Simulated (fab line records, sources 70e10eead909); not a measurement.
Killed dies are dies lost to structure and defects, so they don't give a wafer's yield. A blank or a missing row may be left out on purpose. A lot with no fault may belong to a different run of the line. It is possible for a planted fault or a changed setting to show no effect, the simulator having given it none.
Struck lot and sound lot, side by side || flow nand_harc || 15 out of 1159 route steps
Sound: wafers L187.1, L187.2, L187.4. Struck: wafer L197.6 (left out: L197.2, L197.3 of the same lot, which were not struck); the cause appears at the end.
Order at every step that has rows: each side's tool, ch and its chambers, its first start. Under that, the readings that differ: sound wafers || struck wafers || difference of the means || sigmas: that difference in standard deviations of wafers without a fault.
alike: words and numbers the same on both sides, and readings whose means are apart by under 2 such deviations; not compared: readings that were withheld, readings missing a value for some wafer, numbers with overlapping values and no deviation given by the record, and bounds like >300 which may hide the same value.
A row with sigmas, a row that says differs or no value, or rows on one side alone: a step with any of these is where the two part. When numbers do not overlap yet have no deviation, they are printed without sigmas and do not part them. Lack of a reading on every wafer of one side parts them only where that side has two or more wafers.

first, 1 step without rows for these wafers: NHARC_A_CHANNEL_FILL_D1_ALD_15 (deposits SiNx, target thk 2 nm, pulse time 60 s, ald cycles 19).
NHARC_A_CHANNEL_FILL_D1_ALD_16: deposits SiO2, target thk 1.5 nm, pulse time 10 s, ald cycles 15.
  sound on ald_hk-01 ch 0,2,3, day 9 21:49; struck on ald_hk-03 ch 1, day 12 14:07
  alike: heater_power_w, precursor_pulse_height_rel
  not compared: susceptor_temp_C
then, 2 steps without rows for these wafers: NHARC_A_CHANNEL_FILL_D1_ANNEAL_17 (time 1800 s); NHARC_A_CHANNEL_FILL_D1_CVD_18 (deposits poly-Si, target thk 3 nm).
NHARC_A_CHANNEL_FILL_D1_ETCHBACK_19: etches the open film in HBr/Cl2, target depth 5 nm, time 1.7 s.
  sound on rie_si-03 ch 1,2,3, day 10 12:02; struck on rie_si-04 ch 3, day 13 01:40
  alike: drypump_motor_current_A, oes_product_au, rf_fwd_power_W, throttle_valve_pct
  not compared: rf_hours_counter_h
NHARC_A_CHANNEL_FILL_D1_ETCHBACK_20: etches the open film in C4F8/O2/Ar, target depth 27 nm, time 13.5 s.
  sound on rie_diel-09 ch 0,1,3, day 10 12:10; struck on rie_diel-09 ch 1, day 13 01:49
{"reading": "rf_fwd_power_W (W)", "sound": "593 590 590", "struck": 583, "difference": -8, "sigmas": -2}
  alike: oes_product_au, rf_vpp_V
  not compared: rf_hours_counter_h
NHARC_A_CHANNEL_FILL_D1_STRIP_28: strips in O2, time 20 s.
  sound on rie_diel-09 ch 0,1,2, day 10 12:15; struck on rie_diel-09 ch 3, day 13 01:53
{"reading": "rf_vpp_V (V)", "sound": "58.0 58.2 58.4", "struck": 56.1, "difference": -2.1, "sigmas": -3}
  alike: drypump_motor_current_A, o2_flow_sccm, oes_product_au, showerhead_plenum_p_Torr, throttle_valve_pct
  not compared: rf_hours_counter_h
then, 4 steps without rows for these wafers: NHARC_A_CHANNEL_FILL_D1_PRECLEAN_21 (cleans in dHF, time 30 s); NHARC_A_CHANNEL_FILL_D1_SRD_23; NHARC_A_CHANNEL_FILL_D1_CVD_05 (deposits poly-Si, target thk 5 nm); NHARC_A_CHANNEL_FILL_D1_ANNEAL_22 (time 7200 s).
NHARC_A_CHANNEL_FILL_D1_THK_MEAS_06: measures by ellipsometry.
  struck on film_metro-02, day 13 14:16; sound on film_metro-01, day 10 23:40
  alike: thk_nm
NHARC_A_CHANNEL_FILL_D1_ALD_25: deposits SiOx, target thk 60 nm, pulse time 10 s, ald cycles 600.
  sound on ald_hk-03 ch 1,2,3, day 11 00:20; struck on ald_hk-03 ch 1, day 13 17:23
{"reading": "susceptor_temp_C (C)", "sound": "300.21 300.10 299.90", "struck": 302.30, "difference": "+2.23", "sigmas": "+10"}
  alike: heater_power_w, precursor_pulse_height_rel
NHARC_A_CHANNEL_FILL_D1_ETCHBACK_08: etches the open film in C4F8, target depth 220 nm, time 110 s.
  sound: rie_diel-09 ch 0,1,2; struck: rie_diel-11 ch 3
{"reading": "oes_product_au (a.u.)", "sound": "0.89 0.92 0.92", "struck": 1.01, "difference": "+0.10", "sigmas": "+2"}
{"reading": "rf_vpp_V (V)", "sound": "440.2 442.8 445.0", "struck": 436.8, "difference": -5.9, "sigmas": -2}
  alike: rf_fwd_power_W
  not compared: rf_hours_counter_h
NHARC_END_SORT_01:
  the record has rows for the sound wafers here (prober-02 ch 0, day 20 09:52) and none for the struck ones

WHERE THEY PART
First at NHARC_A_CHANNEL_FILL_D1_ETCHBACK_20; last, within this record, at NHARC_END_SORT_01.

WHY: whatever the simulator had introduced
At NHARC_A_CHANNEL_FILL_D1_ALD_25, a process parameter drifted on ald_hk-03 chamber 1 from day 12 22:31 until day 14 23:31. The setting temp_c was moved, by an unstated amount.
